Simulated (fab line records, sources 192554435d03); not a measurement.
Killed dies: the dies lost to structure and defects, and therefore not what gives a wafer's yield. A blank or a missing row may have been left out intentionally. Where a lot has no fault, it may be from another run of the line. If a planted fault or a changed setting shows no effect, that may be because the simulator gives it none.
The tool behind it: which one? -- flow n5 finfet -- 12 lots, 33 wafers sampled, at 3 steps of a route of 1938

== WHAT THE GAUGES SHOWED, per wafer ==
N5_BEOL_M4_RS_MEAS_58: measures by four-point-probe. Usual: M4_RS typically reads 0.68 ohm/sq, with standard deviation 0.035.
lot,measured,on,M4_RS (ohm/sq),flag
L379,day 7 22:07,film metro-01,0.69 0.73 0.69,
L380,day 8 10:44,film metro-02,0.68 0.65 0.68,
L382,day 9 07:31,film metro-02,0.68 0.68 0.74,
L383,day 9 10:10,film metro-02,0.71 0.64 0.68,
L384,day 10 02:20,film metro-02,0.67 0.66,
L387,day 10 14:56,film metro-02,0.68 0.64 0.68,
L388,day 10 23:10,film metro-01,0.67 0.69 0.63,
L389,day 10 23:52,film metro-01,0.72 0.69,
L391,day 11 04:11,film metro-01,0.61 0.69,
L394,day 11 23:40,film metro-02,0.65 0.66 0.65,
L397,day 12 21:47,film metro-01,0.68 0.66 0.75,
L398,day 13 01:08,film metro-02,0.65 0.69 0.63,

== TOOL THAT RAN EACH LOT (tool first, then ch and the chambers of the sampled wafers, then the start) ==
lot,N5_BEOL_M4_ANNEAL_91,N5_BEOL_M4_DEP_57
L379,"pvd sputter-02, day 7 20:30","pecvd-01 ch 0,2, day 7 22:04"
L380,"pvd sputter-03, day 8 08:41","pecvd-01 ch 0,1,2, day 8 10:40"
L382,"pvd sputter-02, day 9 05:54","pecvd-04 ch 0,1,2, day 9 07:28"
L383,"pvd sputter-03, day 9 08:32","pecvd-01 ch 0,1,2, day 9 10:05"
L384,"pvd sputter-01, day 10 00:35","pecvd-03 ch 1,2, day 10 02:17"
L387,"pvd sputter-01, day 10 13:02","pecvd-04 ch 0,1, day 10 14:52"
L388,"pvd sputter-01, day 10 21:32","pecvd-03 ch 0,1, day 10 23:05"
L389,"pvd sputter-02, day 10 22:14","pecvd-04 ch 0,1, day 10 23:49"
L391,"pvd sputter-01, day 11 02:28","pecvd-04 ch 1,2, day 11 04:07"
L394,"pvd sputter-02, day 11 22:01","pecvd-03 ch 0,1,2, day 11 23:36"
L397,"pvd sputter-03, day 12 20:10","pecvd-04 ch 0,1,2, day 12 21:43"
L398,"pvd sputter-01, day 12 23:28","pecvd-01 ch 1,2, day 13 01:04"
- N5_BEOL_M4_ANNEAL_91: time 240 s.
- N5_BEOL_M4_DEP_57: deposits SiCN from 3MS/NH3, target thk 8 nm, time 14 s.

== WHAT THE TOOLS THEMSELVES READ (means of the sampled wafers that have a number; where no wafer has one, the mark that the record gives instead) ==
N5_BEOL_M4_ANNEAL_91. Usual: heater power w 812 W, standard deviation 110.
lot,tool,heater power w (W),flag
L379,pvd sputter-02,839,
L380,pvd sputter-03,965,
L382,pvd sputter-02,885,
L383,pvd sputter-03,865,
L384,pvd sputter-01,750,
L387,pvd sputter-01,756,
L388,pvd sputter-01,729,
L389,pvd sputter-02,797,
L391,pvd sputter-01,717,
L394,pvd sputter-02,849,
L397,pvd sputter-03,939,
L398,pvd sputter-01,704,

N5_BEOL_M4_DEP_57. Usual: rf fwd power W 199.5 W, standard deviation 0.75; showerhead plenum p Torr 3.668 Torr, standard deviation 0.014; throttle valve pct 9.1 %, standard deviation 0.5.
lot,tool,rf fwd power W (W),showerhead plenum p Torr (Torr),throttle valve pct (%),flag
L379,pecvd-01,199.5,3.679,9.6,
L380,pecvd-01,199.5,3.679,9.6,
L382,pecvd-04,199.8,3.658,8.8,
L383,pecvd-01,198.5,3.677,9.8,
L384,pecvd-03,199.3,3.673,8.8,
L387,pecvd-04,198.7,3.656,9.0,
L388,pecvd-03,199.0,3.659,9.0,
L389,pecvd-04,199.1,3.659,8.8,
L391,pecvd-04,199.8,3.657,9.1,
L394,pecvd-03,199.6,3.676,8.8,
L397,pecvd-04,199.6,3.654,9.0,
L398,pecvd-01,199.9,3.677,9.7,

== THE ANSWER, worked out from the rows above alone ==
Rule: take the mean of a lot's wafers that have a number; if it is more than 3 standard deviations from the usual mean, the lot is off. A lot without any number at a reading at which 4 lots or more have one is off too. The other lots that the step has rows for count as sound. The gauges are gone through in route order, then the tools' own readings, and for those a lot's mean is taken as printed above. At the first step where some lot is off, the reading lying furthest off is the one used; lots without a number count as furthest.
None of the lots is off at any reading shown; this tells nothing.

== WHAT THE SIMULATOR PUT IN ==
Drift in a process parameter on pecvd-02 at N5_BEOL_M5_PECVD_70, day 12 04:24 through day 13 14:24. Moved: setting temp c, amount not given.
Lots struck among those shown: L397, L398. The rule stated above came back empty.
